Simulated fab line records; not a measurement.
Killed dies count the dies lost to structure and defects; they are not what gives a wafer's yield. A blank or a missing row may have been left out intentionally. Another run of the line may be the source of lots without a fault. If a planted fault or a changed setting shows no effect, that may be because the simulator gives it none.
fab line records    flow n5_finfet
[record] lots = 7  wafers = 39
route steps=1938 shown DUMMY_GATE@220 SD_EPI_P@321 SD_ACTIVATION@330 BEOL_M0_SAQP@663 BEOL_M3@980
start_h: hours from the record's opening day to when the first of the lot's shown wafers began    wait_h: hours since the lot's step before    " as in the row above    L1.1+2: one row covering several wafers at once    - either no value or no given start    * or withheld: withheld    < > ~ a bound
route shown NAME@n: a module of which the file shows steps, and the number in the route of the first    usual: average and standard deviation across the fault-free wafers    same: alike in all rows    chamber/n: place in a boat    sites: per-site readings    _std_site: how widely they spread, as a standard deviation    _edge_site: the outer-site mean with the inner-site mean subtracted    radius_mm: for every site, how far away it sits from the centre of the wafer    mask NAME#n: copy n    behind: the tool/chamber that last shaped the wafer    hold: the reason the lot was held/the length of the hold in hours/how it ended    device: whichever transistor did not switch (one of n, p or np)    end of line: tests of these same wafers at the route's end    where a step has no rows: the recipe by itself    killed: not the wafer's yield, but the dies lost to structure and defects at the first sort    map: per-die view of a wafer (x killed, . not killed, _ where there is no die)
set.NAME: setting as actually run; set.NAME@STEP: the setting as run at that earlier step    model.NAME: the simulator's own value behind a step, which no gauge read
lots whose settings were changed on purpose; a table a step, a row a wafer
[[steps]]
[step N5_DUMMY_GATE_HM_DEP_06]
[recipe] material = SiNx  target_thk_a = 800  precursor = DCS/NH3  temp_c = 700  pressure_mtorr = 300  time_s = 5141
lot.wafer   tool      chamber  start_h  wait_h  set.time_s  model.SiNx_of_DUMMY_GATE_HM_DEP_06.thk_nm
L074.1+2    -         -        -        0.0     2980        46.6
L074.3      "         -        "        "       2980        46.8
L074.4      "         -        "        "       2980        46
L074.5      "         -        "        "       2980        46.4
L074.6      "         -        "        "       2980        47
L077.1+2+4  -         -        -        0.0     2131        33
L077.3      "         -        "        "       2131        32.6
L077.5      "         -        "        "       2131        32.2
L077.6      "         -        "        "       2131        33.2
L080.1+4+6  -         -        -        0.0     8051        125.4
L080.2+3    "         -        "        "       8051        125.2
L080.5      "         -        "        "       8051        125.8
L088.1      -         -        -        0.0     5141        81.2
L088.2      "         -        "        "       5141        80
L088.3      "         -        "        "       5141        80.6
L088.4+5    "         -        "        "       5141        80.8
L088.6      "         -        "        "       5141        80.2
L089.1      lpcvd-02  0/90     138.67   1.9     5141        82
L089.2      "         0/95     "        "       5141        81.6
L089.4      "         0/104    "        "       5141        82.6
L092.1      -         -        -        0.0     6406        100.8
L092.2+6    "         -        "        "       6406        100.2
L092.3+5    "         -        "        "       6406        100.4
L092.4      "         -        "        "       6406        99.6
L095.1+4    -         -        -        0.0     7474        117
L095.2      "         -        "        "       7474        116.4
L095.3+6    "         -        "        "       7474        116.8
L095.5      "         -        "        "       7474        117.4
[step N5_SD_EPI_P_EPI_21]
[recipe] material = SiGe:B  dopant = B  temp_c = 550  pressure_torr = 20  ambient = H2  time_s = 355
lot.wafer  tool          chamber  start_h  wait_h  set.epi_growth_time_s  model.SiGe-B_of_SD_EPI_P_EPI_21.thk_nm
L074.1     epi_rpcvd-04  0        57.64    0.1     221.4                  40.8
L074.2+3   "             0        "        "       355                    59.6
L074.4     "             0        "        "       221.4                  41
L074.5     "             0        "        "       355                    59.8
L074.6     "             0        "        "       221.4                  40.6
L077.1     epi_rpcvd-04  0        75.78    0.1     355                    60.6
L077.2     "             0        "        "       439.5                  69.8
L077.3     "             0        "        "       355                    60.4
L077.4     "             0        "        "       439.5                  70.6
L077.5     "             0        "        "       355                    61.2
L077.6     "             0        "        "       439.5                  69.2
L080.1     epi_rpcvd-02  0        95.37    0.1     188.1                  35.2
L080.2+3   "             0        "        "       355                    61.2
L080.4     "             0        "        "       188.1                  35.8
L080.5     "             0        "        "       355                    61.8
L080.6     "             0        "        "       188.1                  35.4
L088.1     epi_rpcvd-04  0        141.35   0.3     355                    61.6
L088.2     "             0        "        "       355                    60.8
L088.3     "             0        "        "       355                    61.4
L088.4     "             0        "        "       233.1                  43.2
L088.5+6   "             0        "        "       233.1                  43.8
L089.1     epi_rpcvd-02  0        152.27   0.2     355                    61.4
L089.2     "             0        "        "       355                    60.6
L089.4     "             0        "        "       355                    61
L092.1     epi_rpcvd-02  0        163.24   0.1     355                    60.4
L092.2     "             0        "        "       289.3                  53.2
L092.3     "             0        "        "       355                    60.6
L092.4     "             0        "        "       355                    59.8
L092.5     "             0        "        "       289.3                  52.4
L092.6     "             0        "        "       289.3                  52.8
L095.1     epi_rpcvd-04  0        190.12   0.1     355                    60.2
L095.2+4   "             0        "        "       496.3                  75.8
L095.3     "             0        "        "       355                    60
L095.5     "             0        "        "       496.3                  75.6
L095.6     "             0        "        "       355                    59
[step N5_SD_EPI_P_EPI_MEAS_23]
[recipe] mode = xrd
[usual] thk_nm = 60.9/1.4
lot.wafer  tool           chamber  start_h  wait_h  set.epi_growth_time_s@SD_EPI_P_EPI_21  thk_nm
L074.1     film_metro-01  -        59.84    1.8     221.4                                  41.7
L074.2     "              -        "        "       355                                    60.2
L074.3     "              -        "        "       355                                    58.6
L074.4     "              -        "        "       221.4                                  40.3
L074.5     "              -        "        "       355                                    61.0
L074.6     "              -        "        "       221.4                                  41.3
L077.1     film_metro-02  -        77.98    1.8     355                                    61.0
L077.2     "              -        "        "       439.5                                  72.1
L077.3     "              -        "        "       355                                    59.9
L077.4     "              -        "        "       439.5                                  71.7
L077.5     "              -        "        "       355                                    59.5
L077.6     "              -        "        "       439.5                                  68.9
L080.1     film_metro-01  -        97.57    1.8     188.1                                  35.8
L080.2     "              -        "        "       355                                    60.9
L080.3     "              -        "        "       355                                    61.7
L080.4     "              -        "        "       188.1                                  36.2
L080.5     "              -        "        "       355                                    63.1
L080.6     "              -        "        "       188.1                                  35.2
L088.1     film_metro-01  -        145.22   3.2     355                                    62.1
L088.2     "              -        "        "       355                                    59.7
L088.3     "              -        "        "       355                                    60.9
L088.4     "              -        "        "       233.1                                  43.6
L088.5     "              -        "        "       233.1                                  44.8
L088.6     "              -        "        "       233.1                                  42.5
L089.1     film_metro-02  -        155.18   2.4     355                                    60.4
L089.2     "              -        "        "       355                                    59.0
L089.4     "              -        "        "       355                                    60.5
L092.1     film_metro-02  -        165.46   1.9     355                                    61.5
L092.2     "              -        "        "       289.3                                  51.9
L092.3     "              -        "        "       355                                    59.7
L092.4     "              -        "        "       355                                    60.5
L092.5     "              -        "        "       289.3                                  50.2
L092.6     "              -        "        "       289.3                                  51.2
L095.1     film_metro-01  -        192.32   1.8     355                                    59.8
L095.2     "              -        "        "       496.3                                  77.2
L095.3     "              -        "        "       355                                    61.0
L095.4     "              -        "        "       496.3                                  74.2
L095.5     "              -        "        "       496.3                                  74.4
L095.6     "              -        "        "       355                                    60.2
[step N5_SD_EPI_P_HM_STRIP_48]
[recipe] chemistry = H3PO4  temp_c = 160  material = SiNx  target = SiNx  target_depth_a = 30  overetch_fraction = 0.3
[step N5_SD_EPI_P_SRD_49]
[recipe] dry = ipa_marangoni  time_s = 30  temp_c = 23  rinse_liquid = diw
[step N5_SD_ACTIVATION_RTA_00]
[recipe] temp_c = 975  time_s = 0  ambient = N2  idle_temp_c = 600  ramp_up_c_per_s = 150  ramp_down_c_per_s = 60  cool_to_c = 600
[step N5_SD_ACTIVATION_LSA_01]
[recipe] temp_c = 1080  time_s = 0.0008  ambient = N2
[step N5_SD_ACTIVATION_RS_MEAS_03]
[recipe] thk_meas_gauge = four-point-probe
[usual] RS_SD_N = 21.8/0.34  RS_SD_P = 56.2/0.91
lot.wafer  tool           chamber  start_h  wait_h  set.epi_growth_time_s@SD_EPI_P_EPI_21  RS_SD_N[ohm/sq]  RS_SD_P[ohm/sq]
L074.1     film_metro-02  -        60.46    0.2     221.4                                  22.0             85.2
L074.2     "              -        "        "       355                                    22.4             58.0
L074.3     "              -        "        "       355                                    21.9             58.3
L074.4     "              -        "        "       221.4                                  22.1             84.9
L074.5     "              -        "        "       355                                    22.2             58.4
L074.6     "              -        "        "       221.4                                  22.1             85.8
L077.1     film_metro-02  -        78.59    0.2     355                                    21.9             57.8
L077.2     "              -        "        "       439.5                                  21.5             50.3
L077.3     "              -        "        "       355                                    21.8             56.6
L077.4     "              -        "        "       439.5                                  21.8             49.4
L077.5     "              -        "        "       355                                    21.5             56.5
L077.6     "              -        "        "       439.5                                  21.8             50.2
L080.1     film_metro-01  -        98.17    0.2     188.1                                  21.3             98.3
L080.2     "              -        "        "       355                                    21.4             56.6
L080.3     "              -        "        "       355                                    21.6             57.2
L080.4     "              -        "        "       188.1                                  21.5             96.1
L080.5     "              -        "        "       355                                    21.3             56.4
L080.6     "              -        "        "       188.1                                  21.5             98.1
L088.1     film_metro-02  -        145.84   0.2     355                                    22.5             55.6
L088.2     "              -        "        "       355                                    22.1             56.6
L088.3     "              -        "        "       355                                    22.1             55.9
L088.4     "              -        "        "       233.1                                  22.0             79.5
L088.5     "              -        "        "       233.1                                  22.0             78.7
L088.6     "              -        "        "       233.1                                  22.3             78.1
L089.1     film_metro-02  -        155.79   0.2     355                                    21.8             55.7
L089.2     "              -        "        "       355                                    21.6             56.7
L089.4     "              -        "        "       355                                    21.4             55.6
L092.1     film_metro-02  -        166.06   0.2     355                                    22.0             56.5
L092.2     "              -        "        "       289.3                                  21.7             64.2
L092.3     "              -        "        "       355                                    21.7             56.0
L092.4     "              -        "        "       355                                    21.6             56.8
L092.5     "              -        "        "       289.3                                  21.5             64.8
L092.6     "              -        "        "       289.3                                  21.4             64.5
L095.1     film_metro-01  -        192.93   0.2     355                                    22.1             56.6
L095.2     "              -        "        "       496.3                                  22.9             44.7
L095.3     "              -        "        "       355                                    22.6             56.9
L095.4     "              -        "        "       496.3                                  22.6             44.8
L095.5     "              -        "        "       496.3                                  22.6             44.8
L095.6     "              -        "        "       355                                    22.0             57.4
[step N5_BEOL_M0_SAQP_SPACER1_ALD_98]
[recipe] material = SiO2  target_thk_a = 128  temp_c = 300  ald_precursor_family = BDEAS  ald_co_reactant = O2-plasma  pulse_time_s = 1  purge_time_s = 2  co_reactant_purge_time_s = 2  ald_cycles = 138  pressure_torr = 2
lot.wafer   tool        chamber  start_h  wait_h  set.ald_cycles  model.SiO2_of_BEOL_M0_SAQP_SPACER1_ALD_98.thk_nm
L074.1+4    ald_sin-04  0,2      109.08   0.3     169             15.6
L074.2      "           3        "        "       169             15.8
L074.3+5+6  "           1,2,3    "        "       138             12.8
L077.1      ald_sin-04  3        128.37   0.3     138             13
L077.2+4+5  "           0,2,2    "        "       79              7.4
L077.3+6    "           1        "        "       138             12.8
L080.1+3+5  ald_sin-02  3,1,0    151.65   0.7     211             19.6
L080.2+4+6  "           2,0,3    "        "       138             12.8
L088.1+2+4  ald_sin-04  0,1,2    194.69   0.7     138             12.8
L088.3+6    "           3,1      "        "       180             16.8
L088.5      "           0        "        "       180             16.6
L089.1+2+4  ald_sin-04  2,3,0    204.92   0.3     138             12.8
L092.1+3+5  ald_sin-02  1,2,0    218.60   0.5     138             12.8
L092.2      "           0        "        "       199             18.6
L092.4+6    "           3,1      "        "       199             18.4
L095.1+4    ald_sin-04  2,3      247.56   0.8     185             17.2
L095.2      "           1        "        "       185             17
L095.3+5    "           0,2      "        "       138             12.8
L095.6      "           3        "        "       138             13
[step N5_BEOL_M0_SAQP_SPACER1_ETCHBACK_99]
[recipe] chemistry = CHF3/O2  mode = anisotropic_etchback  target = SiO2  target_depth_a = 154  time_s = 7.7  pressure_mtorr = 30  source_w = 650  bias_w = 170  Ar_flow_sccm = 200  CHF3_flow_sccm = 50  O2_flow_sccm = 5  ion_energy_ev = 200
[step N5_BEOL_M0_SAQP_MANDREL1_REMOVE_100]
[recipe] chemistry = HBr/Cl2/O2  bt_time_s = 10  target = a-Si  stop_on = SiNx  endpoint = OES-SiCl  over_etch_frac = 0.85  icp_w = 600  bias_w = 30  HBr_flow_sccm = 150  Cl2_flow_sccm = 80  O2_flow_sccm = 5  pressure_mtorr = 10
lot.wafer   tool       chamber  start_h  wait_h  set.ald_cycles@BEOL_M0_SAQP_SPACER1_ALD_98  model.SiO2_of_BEOL_M0_SAQP_SPACER1_ALD_98.thk_nm  model.BEOL_M0_SAQP.cd_nm
L074.1      rie_si-03  0        109.67   0.1     169                                         10.4                                              15.6
L074.2      "          2        "        "       169                                         10.4                                              16
L074.3      "          1        "        "       138                                         7.4                                               12.6
L074.4      "          3        "        "       169                                         10.2                                              15.8
L074.5      "          0        "        "       138                                         7.4                                               13
L074.6      "          1        "        "       138                                         7.4                                               12.8
L077.1      rie_si-05  0        128.96   0.1     138                                         7.6                                               13
L077.2      "          3        "        "       79                                          3.4                                               7.4
L077.3      "          2        "        "       138                                         7.4                                               13
L077.4      "          1        "        "       79                                          3.4                                               7.2
L077.5      "          2        "        "       79                                          3.4                                               7.6
L077.6      "          3        "        "       138                                         7.4                                               12.8
L080.1+3+5  rie_si-01  2,1,2    152.41   0.1     211                                         14.2                                              19.6
L080.2+6    "          3,1      "        "       138                                         7.4                                               12.8
L080.4      "          0        "        "       138                                         7.4                                               13
L088.1      rie_si-03  0        195.25   0.1     138                                         7.4                                               12.8
L088.2+4    "          3,2      "        "       138                                         7.4                                               13
L088.3+6    "          1,0      "        "       180                                         11.4                                              16.8
L088.5      "          1        "        "       180                                         11.2                                              16.6
L089.1+4    rie_si-05  3,1      205.48   0.1     138                                         7.4                                               12.8
L089.2      "          2        "        "       138                                         7.4                                               13
L092.1      rie_si-05  0        219.16   0.1     138                                         7.4                                               12.6
L092.2      "          2        "        "       199                                         13.2                                              18.6
L092.3+5    "          1        "        "       138                                         7.4                                               12.8
L092.4      "          3        "        "       199                                         13                                                18.4
L092.6      "          2        "        "       199                                         13                                                18.6
L095.1      rie_si-05  2        248.12   0.1     185                                         11.8                                              17.4
L095.2      "          1        "        "       185                                         11.6                                              17
L095.3+5    "          0        "        "       138                                         7.4                                               12.8
L095.4      "          3        "        "       185                                         11.8                                              17.2
L095.6      "          1        "        "       138                                         7.6                                               12.8
[step N5_BEOL_M0_SAQP_CD_MEAS_25]
[recipe] target_cd_nm = 13.1  landing_energy_ev = 1000  detector = se_inlens
[usual] cd_nm = 12.82/0.22
lot.wafer  tool       chamber  start_h  wait_h  set.ald_cycles@BEOL_M0_SAQP_SPACER1_ALD_98  cd_nm
L074.1     cd_sem-02  0        109.78   0.1     169                                         15.78
L074.2     "          0        "        "       169                                         16.22
L074.3     "          0        "        "       138                                         12.69
L074.4     "          0        "        "       169                                         15.63
L074.5     "          0        "        "       138                                         12.85
L074.6     "          0        "        "       138                                         12.87
L077.1     cd_sem-01  0        129.07   0.1     138                                         13.17
L077.2     "          0        "        "       79                                          7.40
L077.3     "          0        "        "       138                                         13.08
L077.4     "          0        "        "       79                                          7.57
L077.5     "          0        "        "       79                                          7.82
L077.6     "          0        "        "       138                                         12.77
L080.1     cd_sem-03  0        152.52   0.1     211                                         19.68
L080.2     "          0        "        "       138                                         12.71
L080.3     "          0        "        "       211                                         19.77
L080.4     "          0        "        "       138                                         12.81
L080.5     "          0        "        "       211                                         19.62
L080.6     "          0        "        "       138                                         12.60
L088.1     cd_sem-03  0        195.36   0.1     138                                         12.77
L088.2     "          0        "        "       138                                         13.08
L088.3     "          0        "        "       180                                         16.68
L088.4     "          0        "        "       138                                         12.72
L088.5     "          0        "        "       180                                         16.66
L088.6     "          0        "        "       180                                         16.88
L089.1     cd_sem-01  0        205.59   0.1     138                                         12.96
L089.2     "          0        "        "       138                                         12.57
L089.4     "          0        "        "       138                                         12.65
L092.1     cd_sem-03  0        219.27   0.1     138                                         12.77
L092.2     "          0        "        "       199                                         19.00
L092.3     "          0        "        "       138                                         12.70
L092.4     "          0        "        "       199                                         18.37
L092.5     "          0        "        "       138                                         12.81
L092.6     "          0        "        "       199                                         18.29
L095.1     cd_sem-03  0        248.23   0.1     185                                         17.32
L095.2     "          0        "        "       185                                         17.07
L095.3     "          0        "        "       138                                         12.94
L095.4     "          0        "        "       185                                         17.30
L095.5     "          0        "        "       138                                         12.90
L095.6     "          0        "        "       138                                         12.82
[step N5_BEOL_M3_TRENCH_ETCH_37]
[recipe] chemistry = C4F6/O2  target_depth_a = 555.55  target = SiOC  time_s = 29.2  ion_energy_ev = 250  pressure_mtorr = 30  source_w = 355  bias_w = 185  Ar_flow_sccm = 300  C4F6_flow_sccm = 10  O2_flow_sccm = 10
lot.wafer  tool         chamber  start_h  wait_h  set.target_depth_a  model.etch.depth_nm  model.BEOL_M3.feature_depth_nm  model.TiN_of_BEOL_M3_HM_DEP_02.thk_nm
L074.1     rie_diel-01  3        -        -       726.3               72.36                72.4                            16.8
L074.2     "            0        "        "       726.3               73.88                73.8                            16.6
L074.3     "            2        "        "       726.3               71.15                71.2                            16.6
L074.4     "            1        "        "       555.55              56.41                56.4                            17.4
L074.5     "            1        "        "       555.55              55.73                55.8                            17.4
L074.6     "            2        "        "       555.55              54.7                 54.8                            17.6
L077.1     rie_diel-01  2        -        -       684.9               66.35                66.4                            17.2
L077.2     "            0        "        "       684.9               69.08                69                              17.2
L077.3     "            1        "        "       555.55              54.95                55                              17.8
L077.4     "            3        "        "       555.55              54.67                54.6                            17.8
L077.5     "            3        "        "       684.9               67.4                 67.4                            17.4
L077.6     "            2        "        "       555.55              54.24                54.2                            17.8
L080.1     rie_diel-04  2        -        -       555.55              56.78                56.8                            17.2
L080.2     "            0        "        "       555.55              53.98                54                              17.6
L080.3     "            1        "        "       555.55              55.25                55.2                            17.2
L080.4     "            0        "        "       555.55              54.82                54.8                            17.2
L080.5     "            1        "        "       555.55              55.53                55.6                            17.4
L080.6     "            2        "        "       555.55              57.24                57.2                            17.4
L088.1     rie_diel-01  3        -        -       555.55              53.8                 53.8                            17.8
L088.2     "            0        "        "       555.55              55.95                56                              17.8
L088.3     "            1        "        "       555.55              55                   55                              17.8
L088.4     "            3        "        "       555.55              54.07                54                              17.8
L088.5     "            0        "        "       555.55              55.58                55.6                            17.8
L088.6     "            1        "        "       555.55              55.06                55                              17.8
L089.1     rie_diel-01  1        -        -       555.55              55.47                55.4                            17.6
L089.2     "            3        "        "       555.55              54.78                54.8                            17.6
L089.4     "            3        "        "       555.55              54.64                54.6                            17.6
L092.1     rie_diel-05  3        -        -       339                 32.6                 32.6                            18.6
L092.2     "            1        "        "       339                 33.16                33.2                            18.2
L092.3     "            2        "        "       555.55              54.52                54.6                            17.4
L092.4     "            0        "        "       555.55              55.08                55                              17.2
L092.5     "            3        "        "       555.55              53.14                53.2                            17.4
L092.6     "            0        "        "       339                 34.01                34                              18.2
L095.1     rie_diel-04  3        -        -       728.7               71.14                71.2                            17
L095.2     "            0        "        "       555.55              55.75                55.8                            17.8
L095.3     "            2        "        "       728.7               74.44                74.4                            17
L095.4     "            3        "        "       555.55              54.37                54.4                            17.8
L095.5     "            2        "        "       728.7               73.67                73.6                            17
L095.6     "            0        "        "       555.55              55.94                56                              17.6
[step N5_BEOL_M3_ETCH_41]
[recipe] chemistry = CH3F/O2  target = SiCN  target_depth_a = 299  taper_deg = 2  time_s = 52.5  ion_energy_ev = 120  mask_material = TiN  pressure_mtorr = 30  source_w = 395  bias_w = 75  Ar_flow_sccm = 150  CH3F_flow_sccm = 30  O2_flow_sccm = 20
[step N5_BEOL_M3_STRIP_97]
[recipe] chemistry = N2/H2  time_s = 10  power_w = 450  temp_c = 40  pressure_mtorr = 20  rf_frequency_hz = 6e+07  bias_power_w = 7  n2_flow_sccm = 200  h2_flow_sccm = 200
[step N5_BEOL_M3_OCD_MEAS_38]
[usual] trench_depth_nm = 55.2/1
lot.wafer  tool    chamber  start_h  wait_h  set.target_depth_a@BEOL_M3_TRENCH_ETCH_37  trench_depth_nm
L074.1     ocd-02  -        149.04   -       726.3                                      72.4
L074.2     "       -        "        "       726.3                                      73.6
L074.3     "       -        "        "       726.3                                      71.1
L074.4     "       -        "        "       555.55                                     56.9
L074.5     "       -        "        "       555.55                                     55.8
L074.6     "       -        "        "       555.55                                     55.4
L077.1     ocd-02  -        173.28   -       684.9                                      67.0
L077.2     "       -        "        "       684.9                                      69.4
L077.3     "       -        "        "       555.55                                     54.8
L077.4     "       -        "        "       555.55                                     54.7
L077.5     "       -        "        "       684.9                                      67.6
L077.6     "       -        "        "       555.55                                     54.6
L080.1     ocd-02  -        205.98   -       555.55                                     56.9
L080.2     "       -        "        "       555.55                                     53.9
L080.3     "       -        "        "       555.55                                     55.3
L080.4     "       -        "        "       555.55                                     54.8
L080.5     "       -        "        "       555.55                                     55.7
L080.6     "       -        "        "       555.55                                     57.0
L088.1     ocd-02  -        240.40   -       555.55                                     54.1
L088.2     "       -        "        "       555.55                                     56.6
L088.3     "       -        "        "       555.55                                     54.6
L088.4     "       -        "        "       555.55                                     54.0
L088.5     "       -        "        "       555.55                                     55.7
L088.6     "       -        "        "       555.55                                     54.7
L089.1     ocd-02  -        248.88   -       555.55                                     55.4
L089.2     "       -        "        "       555.55                                     54.9
L089.4     "       -        "        "       555.55                                     54.3
L092.1     ocd-02  -        262.93   -       339                                        32.6
L092.2     "       -        "        "       339                                        33.0
L092.3     "       -        "        "       555.55                                     54.5
L092.4     "       -        "        "       555.55                                     54.6
L092.5     "       -        "        "       555.55                                     53.1
L092.6     "       -        "        "       339                                        34.2
L095.1     ocd-02  -        284.29   -       728.7                                      71.8
L095.2     "       -        "        "       555.55                                     56.2
L095.3     "       -        "        "       728.7                                      73.9
L095.4     "       -        "        "       555.55                                     53.9
L095.5     "       -        "        "       728.7                                      74.2
L095.6     "       -        "        "       555.55                                     56.2
[[key]]
[split] step = N5_DUMMY_GATE_HM_DEP_06  setting = time_s  stated = 5141  by = lot
[response] step = N5_DUMMY_GATE_HM_DEP_06  reading = model.SiNx_of_DUMMY_GATE_HM_DEP_06.thk_nm  change = +0.804  per = 1%  r = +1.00
[split] step = N5_SD_EPI_P_EPI_21  setting = epi_growth_time_s  stated = 355  by = wafer
[response] step = N5_SD_EPI_P_EPI_21  reading = model.SiGe-B_of_SD_EPI_P_EPI_21.thk_nm  change = +0.483  per = 1%  r = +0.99
[response] step = N5_SD_EPI_P_EPI_MEAS_23  reading = thk_nm  change = *  per = 1%  r = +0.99
[response] step = N5_SD_ACTIVATION_RS_MEAS_03  reading = RS_SD_P  change = -0.619  per = 1%  r = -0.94
[split] step = N5_BEOL_M0_SAQP_SPACER1_ALD_98  setting = ald_cycles  stated = 138  by = wafer
[response] step = N5_BEOL_M0_SAQP_SPACER1_ALD_98  reading = model.SiO2_of_BEOL_M0_SAQP_SPACER1_ALD_98.thk_nm  change = +0.128  per = 1%  r = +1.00
[response] step = N5_BEOL_M0_SAQP_MANDREL1_REMOVE_100  reading = model.SiO2_of_BEOL_M0_SAQP_SPACER1_ALD_98.thk_nm  change = +0.122  per = 1%  r = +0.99
[response] step = N5_BEOL_M0_SAQP_MANDREL1_REMOVE_100  reading = model.BEOL_M0_SAQP.cd_nm  change = +0.129  per = 1%  r = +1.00
[response] step = N5_BEOL_M0_SAQP_CD_MEAS_25  reading = cd_nm  change = +0.13  per = 1%  r = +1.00
[split] step = N5_BEOL_M3_TRENCH_ETCH_37  setting = target_depth_a  stated = 555.55  by = wafer
[response] step = N5_BEOL_M3_TRENCH_ETCH_37  reading = model.etch.depth_nm  change = +0.551  per = 1%  r = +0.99
[response] step = N5_BEOL_M3_TRENCH_ETCH_37  reading = model.BEOL_M3.feature_depth_nm  change = +0.55  per = 1%  r = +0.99
[response] step = N5_BEOL_M3_TRENCH_ETCH_37  reading = model.TiN_of_BEOL_M3_HM_DEP_02.thk_nm  change = -0.0248  per = 1%  r = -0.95
[response] step = N5_BEOL_M3_OCD_MEAS_38  reading = trench_depth_nm  change = +0.548  per = 1%  r = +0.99
